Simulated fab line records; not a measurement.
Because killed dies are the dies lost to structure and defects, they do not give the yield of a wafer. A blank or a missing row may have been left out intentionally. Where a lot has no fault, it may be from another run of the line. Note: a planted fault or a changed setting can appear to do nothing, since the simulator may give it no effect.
Which tool was responsible? + flow n5Finfet + 36 wafers sampled from 12 lots at 1 step of a route of 1938

WHAT EACH GAUGE READ, for each wafer
N5_BEOL_M11_CD_MEAS_18: pitch 140 nm, target cd 70 nm.
| lot  | measured     | on       | cdNm (nm)      |
|------|--------------|----------|----------------|
| L078 | day 12 15:27 | cdSem-02 | 70.5 70.4 69.0 |
| L077 | day 12 23:22 | cdSem-01 | 69.9 70.3 69.4 |
| L080 | day 13 03:59 | cdSem-02 | 70.7 69.6 70.0 |
| L081 | day 13 20:40 | cdSem-03 | 70.0 70.3 69.9 |
| L082 | day 14 06:27 | cdSem-03 | 69.8 69.1 70.1 |
| L084 | day 15 08:48 | cdSem-03 | 70.0 70.3 70.4 |
| L087 | day 15 13:56 | cdSem-01 | 69.6 69.2 71.1 |
| L088 | day 16 07:02 | cdSem-03 | 69.1 69.1 69.9 |
| L094 | day 16 11:15 | cdSem-03 | 69.8 69.9 71.6 |
| L092 | day 16 22:00 | cdSem-03 | 69.8 70.0 69.1 |
| L095 | day 18 07:29 | cdSem-02 | 70.4 69.3 69.8 |
| L097 | day 19 03:28 | cdSem-01 | 70.0 70.5 70.3 |

WHICH TOOL RAN EACH LOT (tool, then ch and the chambers of the sampled wafers, then the start)
No process step before these readings appears in the record.

THE ANSWER, worked out from the rows above alone
Rule: what is usual is taken from the lots themselves. Put in order of their means at a reading, lots are off if they are a third of the lots or fewer, leave a main group of 4 or more, and stand apart from it by a gap of 3 or more times the standard deviation of the main group's means; of several such gaps the widest counts. If all means in a main group match to the digits the tables above print for the reading, that group is not used. Also off: a lot with no number at a reading for which 4 or more lots have one. Any other lot the step has rows for is counted as sound.
No lot is off at any reading shown: from this, nothing can be told.

WHAT WAS PUT IN BY THE SIMULATOR
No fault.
